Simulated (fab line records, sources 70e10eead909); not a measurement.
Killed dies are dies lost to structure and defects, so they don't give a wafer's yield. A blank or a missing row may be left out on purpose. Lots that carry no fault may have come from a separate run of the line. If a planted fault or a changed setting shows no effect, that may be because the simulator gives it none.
Matching of chambers :: flow nand-harc :: NHARC_A_BLC_STRIP_21 on rie-diel-04 has 4 sister chambers
The step strips in O2. 4 wafers are shown with their chamber, then 9 later ones without.

## WAFERS PAIRED WITH THEIR CHAMBERS
wafer: L088.6
chamber: 3
showerhead-plenum-p-Torr (Torr): 3.59

wafer: L091.3
chamber: 1
showerhead-plenum-p-Torr (Torr): 3.46

wafer: L091.4
chamber: 2
showerhead-plenum-p-Torr (Torr): 3.69

wafer: L091.5
chamber: 0
showerhead-plenum-p-Torr (Torr): 3.38

## WAFERS WITH NO CHAMBER GIVEN
wafer: L095.1
showerhead-plenum-p-Torr (Torr): 3.46

wafer: L095.2
showerhead-plenum-p-Torr (Torr): 3.38

wafer: L095.4
showerhead-plenum-p-Torr (Torr): 3.58

wafer: L092.2
showerhead-plenum-p-Torr (Torr): 3.46

wafer: L092.3
showerhead-plenum-p-Torr (Torr): 3.69

wafer: L092.5
showerhead-plenum-p-Torr (Torr): 3.38

wafer: L093.4
showerhead-plenum-p-Torr (Torr): 3.46

wafer: L093.5
showerhead-plenum-p-Torr (Torr): 3.46

wafer: L093.6
showerhead-plenum-p-Torr (Torr): 3.38

## CHAMBER TAKEN BY EACH
wafer: L095.1
from the rows above: 1
in truth: 1

wafer: L095.2
from the rows above: 0
in truth: 0

wafer: L095.4
from the rows above: 3
in truth: 3

wafer: L092.2
from the rows above: 1
in truth: 1

wafer: L092.3
from the rows above: 2
in truth: 2

wafer: L092.5
from the rows above: 0
in truth: 0

wafer: L093.4
from the rows above: 1
in truth: 1

wafer: L093.5
from the rows above: 1
in truth: 1

wafer: L093.6
from the rows above: 0
in truth: 0
Correct placement for 9 of the 9. Not placeable from these rows: 0. Wrongly placed: 0.
How it was worked out, from the rows above alone: a wafer's distance from a chamber is the root of the sum, over the readings, of the square of ((its reading less the chamber's mean) divided by the reading's scatter). The wafer belongs to the nearest chamber; if the next one is less than 2 further off, it can't be placed. For every chamber, the mean is computed from those of its wafers that are shown. The scatter: with one shown wafer a chamber, the root of the mean of the squares of how far each hidden wafer lies from its nearest shown one.
